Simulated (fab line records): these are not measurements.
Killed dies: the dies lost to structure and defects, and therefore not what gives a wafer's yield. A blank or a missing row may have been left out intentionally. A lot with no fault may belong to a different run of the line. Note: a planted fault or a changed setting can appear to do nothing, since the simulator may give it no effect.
fab line records ; flow nand-harc
record: lots: 13; wafers: 39; last-day: 25
route steps=1159 shown A_SGD_CUT@747 A_BONDPAD@1080 THIN_TSV@1126 END@1159
lots untouched by any fault: they come from a run of this same line in which no faults occurred
start-h: the number of hours between the record's first day and the start of the first shown wafer of the lot ; wait-h: how many hours have passed since the lot's step before this one ; " the same as in the row above ; L1.1+2: a single row standing in for several wafers ; - no value present, or no start provided ; * or withheld: withheld ; < > ~ a bound
route shown NAME@n: NAME is a module with steps in the file, n the number in the route of the first one ; usual: average and standard deviation across the fault-free wafers ; same: alike in all rows ; chamber/n: place in a boat ; sites: readings site by site ; _std_site: their standard deviation ; _edge_site: the outer-site mean with the inner-site mean subtracted ; radius-mm: how far each site lies from the wafer's centre ; mask NAME#n: copy n ; behind: the tool/chamber that last shaped the wafer ; hold: why the lot was held/for how many hours/how that ended ; device: names the non-switching transistor (n, p or np) ; end of line: the route-end tests of the same wafers ; for a step that has no rows: nothing shown but its recipe ; killed: the dies lost at the first sort to structure and to defects; this is not the yield of the wafer ; map: shows each die of a wafer: x if killed, . if not, _ if none is there
set.NAME: the setting as run; set.NAME@STEP: as run at that earlier step ; model.NAME: the simulator's own value behind a step, which no gauge read
a sample of lots followed through the steps of the route, with each step as a table and each wafer as a row
services: from which hour (start-h, from the record's first day; less than 0 if before it) a tool's chamber was out of use, for how many hours, and why
== steps ==
step: NHARC_A_SGD_CUT_DEP_00
recipe: target-thk-a: 500; temp-c: 400; target-thk-nm: 50; flow-sccm: 200; rf-w: 450; material: SiNx
usual: heater-power-w: 716/77
lot.wafer;tool;chamber;start-h;wait-h;heater-power-w
L572.2;pecvd-04;0;301.36;0.1;659
L572.3;pecvd-04;1;301.36;0.1;672
L572.5;pecvd-04;2;301.36;0.1;706
L574.5;pecvd-04;0;320.39;0.1;711
L574.6;pecvd-04;1;320.39;0.1;665
L574.4;pecvd-04;2;320.39;0.1;820
L573.3;pecvd-01;0;320.59;0.1;553
L573.2;pecvd-01;1;320.59;0.1;650
L573.4;pecvd-01;2;320.59;0.1;834
L575.1;pecvd-04;2;321.57;0.1;826
L575.6;pecvd-04;2;321.57;0.1;855
L575.4;pecvd-04;0;321.57;0.1;638
L576.2;pecvd-04;1;331.86;0.1;652
L576.3;pecvd-04;0;331.86;0.1;772
L576.6;pecvd-04;0;331.86;0.1;767
L577.3;pecvd-04;1;332.10;0.1;646
L577.1;pecvd-04;2;332.10;0.1;766
L577.6;pecvd-04;0;332.10;0.1;733
L579.2;pecvd-04;2;344.78;0.1;822
L579.4;pecvd-04;0;344.78;0.1;772
L579.5;pecvd-04;1;344.78;0.1;754
L578.3;pecvd-04;2;361.09;0.1;727
L578.2;pecvd-04;1;361.09;0.1;633
L578.4;pecvd-04;2;361.09;0.1;720
L583.3;pecvd-04;1;361.27;0.2;702
L583.2;pecvd-04;2;361.27;0.2;759
L583.4;pecvd-04;2;361.27;0.2;765
L585.1;pecvd-03;1;382.84;0.1;690
L585.4;pecvd-03;2;382.84;0.1;692
L585.5;pecvd-03;0;382.84;0.1;807
L591.1;pecvd-03;1;420.35;0.1;743
L591.6;pecvd-03;0;420.35;0.1;728
L591.4;pecvd-03;1;420.35;0.1;761
L595.3;pecvd-03;2;441.04;0.1;631
L595.5;pecvd-03;2;441.04;0.1;637
L595.6;pecvd-03;0;441.04;0.1;755
L594.1;pecvd-04;1;446.76;0.1;761
L594.3;pecvd-04;0;446.76;0.1;592
L594.4;pecvd-04;0;446.76;0.1;598
step: NHARC_A_BONDPAD_ETCH_24
recipe: target-depth-a: 300; over-etch-frac: 0.3; time-s: 72.99; ion-energy-ev: 150; cf4-flow-sccm: 50; n2-flow-sccm: 100; ar-flow-sccm: 150; rf-w: 300; bias-w: 100; chemistry: CF4/N2
usual: drypump-motor-current-A: 6.0/0.53; oes-product-au: 1.003/0.011; rf-vpp-V: 313.3/2.2; showerhead-plenum-p-Torr: 2.58/0.11; throttle-valve-pct: 19.795/0.0083
lot.wafer;tool;chamber;start-h;wait-h;drypump-motor-current-A;oes-product-au;rf-hours-counter-h;rf-vpp-V;showerhead-plenum-p-Torr;throttle-valve-pct
L572.2;rie-diel-10;0;-;-;5.9;1.031;2;311.3;2.48;19.798
L572.3;rie-diel-10;2;-;-;5.5;1.019;2;311.6;2.47;19.798
L572.5;rie-diel-10;0;-;-;5.9;1.020;-;311.8;2.48;19.795
L573.4;rie-diel-08;1;-;-;6.6;1.006;24;313.2;2.54;19.783
L573.2;rie-diel-08;2;-;-;6.1;0.999;22;313.1;2.60;19.800
L573.3;rie-diel-08;3;-;-;5.2;0.997;21;311.6;2.49;19.804
L575.4;rie-diel-10;2;-;-;5.4;1.013;2;311.4;2.47;19.787
L575.1;rie-diel-10;3;-;-;6.2;0.995;2;317.6;2.81;19.789
L575.6;rie-diel-10;1;-;-;6.8;1.011;-;313.9;2.59;19.791
L574.4;rie-diel-08;1;-;-;6.5;1.003;24;311.2;2.54;19.809
L574.6;rie-diel-08;3;-;-;5.2;1.001;-;310.2;2.49;19.792
L574.5;rie-diel-08;0;-;-;5.6;1.013;-;312.5;2.63;19.793
L576.2;rie-diel-10;0;-;-;5.9;1.009;3;313.1;2.48;19.793
L576.3;rie-diel-10;1;-;-;6.7;1.022;2;312.6;2.59;19.787
L576.6;rie-diel-10;0;-;-;5.9;1.012;-;310.9;2.48;19.802
L577.1;rie-diel-05;1;-;-;6.1;1.002;29;314.9;2.62;19.792
L577.3;rie-diel-05;2;-;-;6.3;0.999;29;317.9;2.80;19.796
L577.6;rie-diel-05;1;-;-;6.1;0.998;-;314.8;2.62;19.802
L579.4;rie-diel-10;0;-;-;5.9;1.014;3;310.8;2.48;19.806
L579.2;rie-diel-10;3;-;-;6.2;0.998;3;317.5;2.81;19.802
L579.5;rie-diel-10;0;-;-;5.9;1.009;-;314.1;2.48;19.794
L583.3;rie-diel-08;0;-;-;5.6;1.010;32;314.6;2.63;19.798
L583.4;rie-diel-08;2;-;-;6.0;1.008;30;313.4;2.60;19.805
L578.4;rie-diel-10;2;-;-;5.4;1.000;4;312.2;2.47;19.793
L578.3;rie-diel-10;3;-;-;6.3;0.998;4;317.5;2.81;19.809
L585.1;rie-diel-10;1;-;-;6.8;0.992;4;312.7;2.59;19.779
L585.4;rie-diel-10;2;-;-;5.4;1.010;5;313.1;2.47;19.791
L585.5;rie-diel-10;1;-;-;6.8;1.009;-;313.6;2.59;19.790
L591.1;rie-diel-08;3;516.50;0.2;5.2;0.990;5;311.3;2.48;19.787
L591.6;rie-diel-08;2;516.50;0.2;6.0;0.997;-;315.1;2.59;19.789
L591.4;rie-diel-08;1;516.50;0.2;6.5;1.000;-;313.6;2.53;19.786
L595.3;rie-diel-10;1;-;-;6.8;1.024;0;313.7;2.59;19.794
L595.5;rie-diel-10;0;-;-;5.9;1.026;-;311.2;2.48;19.792
L595.6;rie-diel-10;1;-;-;6.8;1.029;-;314.7;2.59;19.792
L594.1;rie-diel-08;1;554.46;0.2;6.5;0.998;14;311.6;2.53;19.786
L594.3;rie-diel-08;1;554.46;0.2;6.6;0.995;-;312.6;2.53;19.799
L594.4;rie-diel-08;3;554.46;0.2;5.2;1.001;-;312.3;2.48;19.798
step: NHARC_A_BONDPAD_CMP_19
recipe: t-overpolish-s: 30; cu-recess-touch-s: 16; target-thk-nm: 169.8
usual: motor-current-A: 12.1/0.72; overpolish-run-s: 29.999/0.0091
lot.wafer;tool;chamber;start-h;wait-h;motor-current-A;overpolish-run-s
L572.3;cmp-01;2;411.63;-;12.0;29.992
L572.2;cmp-01;1;411.63;-;12.1;29.986
L572.5;cmp-01;2;411.63;-;11.6;29.998
L573.4;cmp-01;1;416.47;-;12.0;30.014
L573.3;cmp-01;2;416.47;-;12.6;29.995
L573.2;cmp-01;0;416.47;-;11.5;30.006
L575.4;cmp-04;3;416.92;-;12.1;30.007
L575.1;cmp-04;2;416.92;-;11.7;29.982
L575.6;cmp-04;3;416.92;-;11.9;29.983
L574.4;cmp-01;2;417.19;-;12.0;30.007
L574.6;cmp-01;1;417.19;-;12.6;30.004
L574.5;cmp-01;2;417.19;-;11.8;29.992
L576.2;cmp-01;0;428.99;-;11.7;29.977
L576.3;cmp-01;2;428.99;-;12.5;29.990
L576.6;cmp-01;0;428.99;-;11.4;29.999
L577.3;cmp-01;3;436.57;-;12.5;30.007
L577.1;cmp-01;0;436.57;-;11.3;29.997
L577.6;cmp-01;3;436.57;-;12.6;29.987
L579.2;cmp-03;3;443.93;-;11.2;30.000
L579.4;cmp-03;1;443.93;-;12.3;29.990
L579.5;cmp-03;3;443.93;-;10.8;30.011
L583.3;cmp-04;2;456.77;-;12.1;30.006
L583.4;cmp-04;3;456.77;-;11.1;29.990
L578.3;cmp-01;2;463.59;-;12.4;29.991
L578.4;cmp-01;0;463.59;-;11.7;30.013
L585.1;cmp-04;3;477.38;-;12.3;29.995
L585.4;cmp-04;1;477.38;-;12.8;29.988
L585.5;cmp-04;3;477.38;-;11.9;29.994
L591.1;cmp-04;2;518.13;-;11.7;30.006
L591.4;cmp-04;3;518.13;-;12.2;30.002
L591.6;cmp-04;2;518.13;-;12.4;29.997
L595.3;cmp-03;3;544.42;-;10.3;30.002
L595.5;cmp-03;0;544.42;-;10.7;30.008
L595.6;cmp-03;1;544.42;-;12.2;29.995
L594.4;cmp-03;0;556.07;-;10.8;29.994
L594.3;cmp-03;1;556.07;-;12.4;29.989
L594.1;cmp-03;3;556.07;-;10.7;30.006
step: NHARC_THIN_TSV_STRIP_62
recipe: power-w: 1500; temp-c: 250; time-s: 20; chemistry: N2/H2
usual: drypump-motor-current-A: 5.57/0.18; heater-power-w: 338/7.6; rf-refl-power-W: 18/3.3
lot.wafer;tool;chamber;start-h;wait-h;drypump-motor-current-A;heater-power-w;rf-hours-counter-h;rf-refl-power-W
L572.2;plasma-asher-01;1;431.55;-;5.77;326;52;16
L572.3;plasma-asher-01;1;431.55;-;5.75;329;-;17
L572.5;plasma-asher-01;1;431.55;-;5.76;328;-;16
L574.4;plasma-asher-02;0;434.12;-;5.45;343;-;19
L574.6;plasma-asher-02;0;434.12;-;5.41;338;-;20
L574.5;plasma-asher-02;1;434.12;-;5.73;337;-;12
L575.1;plasma-asher-01;1;435.22;-;5.77;329;53;16
L575.4;plasma-asher-01;0;435.22;-;5.37;329;-;21
L575.6;plasma-asher-01;0;435.22;-;5.36;338;-;21
L573.2;plasma-asher-01;0;436.73;-;5.38;334;53;21
L573.4;plasma-asher-01;0;436.73;-;5.43;339;-;21
L573.3;plasma-asher-01;1;436.73;-;5.77;323;-;16
L576.2;plasma-asher-01;0;447.69;-;5.32;328;58;22
L576.3;plasma-asher-01;0;447.69;-;5.34;338;-;20
L576.6;plasma-asher-01;0;447.69;-;5.36;326;-;21
L577.1;plasma-asher-02;1;452.19;-;5.73;338;30;12
L577.3;plasma-asher-02;0;452.19;-;5.45;340;-;21
L577.6;plasma-asher-02;1;452.19;-;5.72;339;-;12
L579.2;plasma-asher-02;0;459.75;-;5.41;337;33;-
L579.4;plasma-asher-02;0;459.75;-;5.42;345;-;-
L579.5;plasma-asher-02;1;459.75;-;5.72;355;-;-
L583.3;plasma-asher-02;1;476.37;-;5.73;336;-;-
L583.4;plasma-asher-02;0;476.37;-;5.43;330;-;-
L578.4;plasma-asher-02;0;478.75;-;5.44;341;-;21
L578.3;plasma-asher-02;1;478.75;-;5.72;344;-;12
L585.1;plasma-asher-01;0;489.44;-;5.34;343;9;21
L585.4;plasma-asher-01;1;489.44;-;5.78;327;-;16
L585.5;plasma-asher-01;1;489.44;-;5.77;336;-;15
L591.1;plasma-asher-01;0;537.28;-;5.36;345;26;21
L591.4;plasma-asher-01;1;537.28;-;5.76;324;-;16
L591.6;plasma-asher-01;1;537.28;-;5.74;330;-;16
L595.3;plasma-asher-01;1;560.50;-;5.78;338;-;16
L595.5;plasma-asher-01;1;560.50;-;5.76;334;-;16
L595.6;plasma-asher-01;0;560.50;-;5.39;345;-;19
L594.1;plasma-asher-01;1;573.00;-;5.74;330;41;16
L594.3;plasma-asher-01;0;573.00;-;5.38;337;-;20
L594.4;plasma-asher-01;1;573.00;-;5.77;333;-;16
step: NHARC_END_SORT_01
recipe: temp-c: 25
usual: killed-at-array: 27/12; killed-at-other: 0.8/1; killed-at-periphery: 4.0/2.5; killed-dies: 32/11; killed-open: 3.3/1.8; killed-short: 2.0/1.5
same: gross-dies: 677
lot.wafer;tool;chamber;start-h;wait-h;killed-at-array;killed-at-other;killed-at-periphery;killed-dies;killed-open;killed-short
L578.2;prober-02;0;489.40;2.8;664;0;2;666;1;2
L578.3;prober-02;0;490.22;3.1;44;0;1;45;4;3
L578.4;prober-02;0;491.03;3.4;34;0;1;35;5;2
L583.2;prober-01;0;489.44;2.8;666;0;1;667;1;2
L583.3;prober-01;0;490.26;3.1;24;0;8;32;4;1
L583.4;prober-01;0;491.07;3.5;28;0;7;35;9;3
killed by level:class
L578.2 A_SGD_CUT:area-dep=625 A_CHANNEL_HOLE_D1:chamber-film-flake=14 A_SLIT:chamber-film-flake=13 A_STAIRCASE:chamber-film-flake=5 A_CONTACT:chamber-film-flake=3 P_M1:geometric-particle:short=1 A_ONON_D1:geometric-particle:short=1 A_M0:geometric-particle:open=1
L583.2 A_SGD_CUT:area-dep=643 A_CHANNEL_HOLE_D1:chamber-film-flake=16 A_CONTACT:chamber-film-flake=3 A_CHANNEL_FILL_D1:geometric-particle:short=1 A_WL_FILL:geometric-particle:short=1 A_M0:geometric-particle:open=1 P_M2:chamber-film-flake=1 A_STAIRCASE:chamber-film-flake=1
L578.3 A_CHANNEL_HOLE_D1:chamber-film-flake=22 A_SLIT:chamber-film-flake=8 A_CONTACT:chamber-film-flake=4 A_STAIRCASE:chamber-film-flake=2 A_WL_FILL:chamber-film-flake=2 P_M0:geometric-particle:open=1 A_CHANNEL_HOLE_D1:geometric-particle:short=1 A_WL_FILL:geometric-particle:short=1
L583.3 A_CHANNEL_HOLE_D1:chamber-film-flake=14 P_M2:chamber-film-flake=5 A_ZERO_WELL:chamber-film-flake=3 P_GATE:chamber-film-flake=2 A_ONON_D1:geometric-particle:short=1 A_CHANNEL_HOLE_D1:geometric-particle:open=1 A_STAIRCASE:geometric-particle:open=1 A_SGD_CUT:geometric-particle:open=1
L578.4 A_CHANNEL_HOLE_D1:chamber-film-flake=11 A_SLIT:chamber-film-flake=8 A_STAIRCASE:chamber-film-flake=7 A_CONTACT:geometric-particle:open=3 A_CHANNEL_FILL_D1:geometric-particle:short=2 A_CHANNEL_HOLE_D1:geometric-particle:open=1 A_STAIRCASE:geometric-particle:open=1 P_STI:chamber-film-flake=1
L583.4 A_CHANNEL_HOLE_D1:chamber-film-flake=12 A_CONTACT:geometric-particle:open=5 P_M2:chamber-film-flake=5 A_STAIRCASE:chamber-film-flake=2 A_SOURCE_PLATE:geometric-particle:short=1 A_ONON_D1:geometric-particle:short=1 A_ONON_D1:geometric-particle:open=1 A_CHANNEL_FILL_D1:geometric-particle:open=1
== services ==
tool;chamber;start-h;hours;kind
cmp-01;-;277.54;4.0;pm
plasma-asher-01;-;278.56;3.1;repair
pecvd-04;2;281.53;3.8;repair
rie-diel-08;-;301.80;9.0;pm
rie-diel-08;2;342.70;2.0;repair
rie-diel-10;-;353.50;9.0;pm
plasma-asher-02;-;360.06;9.0;pm
rie-diel-10;1;363.95;17.5;repair
cmp-01;-;375.54;4.0;pm
rie-diel-08;3;375.86;2.3;repair
pecvd-04;-;376.00;13.0;pm
plasma-asher-01;-;428.81;2.7;repair
rie-diel-10;1;435.13;6.0;repair
cmp-01;-;441.24;12.0;repair
plasma-asher-01;-;453.46;9.0;pm
cmp-01;-;473.54;4.0;pm
rie-diel-10;-;496.65;0.5;repair
rie-diel-08;0;511.88;5.2;repair
rie-diel-10;-;530.50;9.0;pm
pecvd-04;-;544.11;0.5;repair
cmp-01;-;548.95;1.2;repair
rie-diel-08;2;550.87;4.3;repair
pecvd-04;-;557.00;13.0;pm
cmp-01;-;571.54;4.0;pm
== key ==
first-sign: step: NHARC_END_SORT_01; reading: killed-dies; direction: up; sigmas: 57; usual: 32; struck: 666
effect: step: NHARC_END_SORT_01; reading: killed-at-array; direction: up; sigmas: 55; usual: 27; struck: 665
more-kills-born-at: NHARC_A_SGD_CUT_DEP_00@pecvd-04: 1268
met-at NHARC_A_SGD_CUT_DEP_00
struck-lots L578,L583
struck-wafers L578.2,L583.2
later-rows-left-out L578.2,L583.2
tester-left-out L578,L583
not-acting-at NHARC_A_BONDPAD_ETCH_24,NHARC_A_BONDPAD_CMP_19,NHARC_THIN_TSV_STRIP_62
onset-between 344.78 361.09
fault: kind: process-parameter-drift; tool: pecvd-04; chamber: -; onset-h: 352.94; steps: NHARC_A_SGD_CUT_DEP_00; channel: target-thk-a; offset: *; shape: step; end-h: 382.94; scope: struck-wafers-only; acts-in: *; stated: *
tester-left-out: of these lots the tester's yield and bins aren't shown, on N5 and GAA mostly nor the transistor test; their killed dies are dies lost to structure and defects alone, not to doping, threshold or leakage, so they don't give the yield
later-rows-left-out: the simulator's readings of these wafers behind a module that went badly wrong aren't trusted and aren't shown, but for the sort
